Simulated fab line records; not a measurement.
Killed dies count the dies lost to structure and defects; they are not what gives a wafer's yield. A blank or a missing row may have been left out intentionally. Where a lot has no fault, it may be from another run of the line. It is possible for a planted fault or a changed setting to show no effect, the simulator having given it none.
A lot that was struck, set against a sound lot | flow n5 finfet | 25 out of 1938 route steps
Sound: wafers L505.1, L505.3, L505.4. Wafers struck: L511.1, L511.4, L511.5. At the end, the cause is stated.
Order at every step that has rows: each side's tool, ch and its chambers, its first start. Under that, the readings that differ: sound wafers | struck wafers | difference of the means | sigmas: that difference in standard deviations of wafers without a fault.
alike: a reading whose means differ by less than 2 such deviations, as well as words and numbers matching on both sides. not compared: withheld readings; readings where some wafer has no value; bounds like >300 that might hide an equal value; numbers whose values overlap and for which the record gives no deviation.
Wherever a step has rows on one side only, a row that says differs or no value, or a row with sigmas, the two part there. Numbers that don't overlap but have no deviation are shown without sigmas and don't part them. A reading that every wafer of one side lacks parts them only if that side has two wafers or more.

N5_BEOL_M9_INSPECT_13: inspects for defects (brightfield).
  sound on defect inspect-01, day 10 02:54; struck on defect inspect-02, day 11 08:22
  alike: raw defect count
N5_BEOL_M9_DESCUM_16: chemistry O2, time 7.9 s.
  sound on rie diel-03 ch 0,1, day 10 02:56; struck on rie diel-06 ch 0,1, day 11 08:23
  alike: drypump motor current A, oes product au, rf vpp V, showerhead plenum p Torr, throttle valve pct
  not compared: rf hours counter h
N5_BEOL_M9_ETCH_61: etches SiARC in CF4, target depth 39 nm, time 65 s.
  sound on rie diel-03 ch 0,1, day 10 02:58; struck on rie diel-06 ch 0,1, day 11 08:26
  alike: drypump motor current A, etch rf on time s, oes product au, rf vpp V, showerhead plenum p Torr, throttle valve pct
  not compared: rf hours counter h
then, 3 steps without rows for these wafers: N5_BEOL_M9_ETCH_62 (etches SOC in N2/H2, target depth 110 nm, overetch 22 nm, time 165 s); N5_BEOL_M9_STRIP_68 (strips in N2/H2); N5_BEOL_M9_STRIP_67 (strips in CF4).
N5_BEOL_M9_HM_OPEN_17: chemistry Cl2/BCl3, target TiN, target depth 20 nm, overetch 6 nm.
  sound on rie metal-03 ch 0,1, day 10 03:13; struck on rie metal-01 ch 0,1, day 11 08:40
  alike: drypump motor current A, oes_ar_750_au, oes product au, throttle valve pct
  not compared: rf hours counter h
N5_BEOL_M9_STRIP_19: strips in O2.
  sound on rie diel-05 ch 0,1,3, day 10 03:23; struck on rie diel-06 ch 0,2, day 11 08:47
  alike: drypump motor current A, oes product au, rf vpp V, showerhead plenum p Torr, throttle valve pct
  not compared: rf hours counter h
N5_BEOL_M9_CD_MEAS_18: pitch 140 nm, target cd 70 nm.
  sound on cd sem-02, day 10 03:27; struck on cd sem-02, day 11 08:51
  alike: cd nm
then, 3 steps without rows for these wafers: N5_BEOL_M9_COAT_63 (time 60 s, resist thk 60 nm); N5_BEOL_M9_COAT_64 (time 60 s, resist thk 12 nm); N5_BEOL_M9_COAT_75 (time 60 s, resist thk 5 nm).
N5_BEOL_M9_COAT_22: resist thk 30 nm.
  sound on litho track-01 ch 0, day 10 03:30; struck on litho track-05 ch 0, day 11 09:37
  reading                                      | sound                | struck               | difference | sigmas
  spin speed rpm (rpm)                         | 1501.7 1500.3 1500.0 | 1373.2 1376.4 1375.1 | -125.8     | -99 or more
  model.CAR-EUV_of_BEOL_M9_COAT_22.thk nm (nm) | 30 30 30             | 31.4 31.2 31.4       | +1.3       |
then, 5 steps without rows for these wafers: N5_BEOL_M9_EBR_24; N5_BEOL_M9_SOFTBAKE_23 (time 60 s); N5_BEOL_M9_EXPOSE_25 (exposes mask V8); N5_BEOL_M9_PEB_26 (peb time 60 s); N5_BEOL_M9_DEVELOP_27 (develop time 30 s).
N5_BEOL_M9_CD_MEAS_28: the cd target is 70 nm.
  sound on cd sem-03 ch 0, day 10 03:50; struck on cd sem-02 ch 0, day 11 10:46
  alike: cd nm
N5_BEOL_M9_OVL_MEAS_29:
  sound on overlay-02 ch 0, day 10 03:52; struck on overlay-02 ch 0, day 11 10:47
  reading     | sound        | struck         | difference | sigmas
  V8_OVL (nm) | -0.1 0.9 0.7 | -0.8 -1.1 -1.3 | -1.6       | -2
N5_BEOL_M9_INSPECT_30: inspects for defects (brightfield).
  sound on defect inspect-02, day 10 03:55; struck on defect inspect-01, day 11 10:50
  alike: raw defect count
then, 2 steps without rows for these wafers: N5_BEOL_M9_DESCUM_33 (chemistry O2, time 7 s); N5_BEOL_M9_ETCH_76 (etches underlayer in N2/H2, target depth 6.5 nm, time 5.2 s).
N5_BEOL_M9_ETCH_65: etches SiARC in CF4, target depth 15.6 nm, time 26 s.
  sound on rie diel-06 ch 1,2,3, day 10 04:01; struck on rie diel-03 ch 0,1,3, day 11 12:10
  reading                                      | sound        | struck         | difference | sigmas
  model.CAR-EUV_of_BEOL_M9_COAT_22.thk nm (nm) | 11.2 11 11.2 | 12.4 12.4 12.4 | +1.3       |
  alike: drypump motor current A, etch rf on time s, oes product au, rf vpp V, showerhead plenum p Torr, throttle valve pct
  not compared: rf hours counter h
N5_BEOL_M9_ETCH_66: etches SOC in N2/H2, target depth 80 nm, overetch 16 nm, time 120 s.
  sound on rie diel-06 ch 1,2,3, day 10 04:02; struck on rie diel-03 ch 0,1,3, day 11 12:12
  alike: drypump motor current A, h2 flow sccm, oes product au, rf vpp V, showerhead plenum p Torr, throttle valve pct
  not compared: rf hours counter h

== WHERE THEY PART ==
Earliest at N5_BEOL_M9_COAT_22; latest, in this record, at N5_BEOL_M9_OVL_MEAS_29. Later steps at which nothing parts them and some readings are alike: N5_BEOL_M9_INSPECT_30, N5_BEOL_M9_ETCH_65, N5_BEOL_M9_ETCH_66.

WHY: whatever the simulator had introduced
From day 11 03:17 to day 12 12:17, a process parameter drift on litho track-05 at N5_BEOL_M9_COAT_22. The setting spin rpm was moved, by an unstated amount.
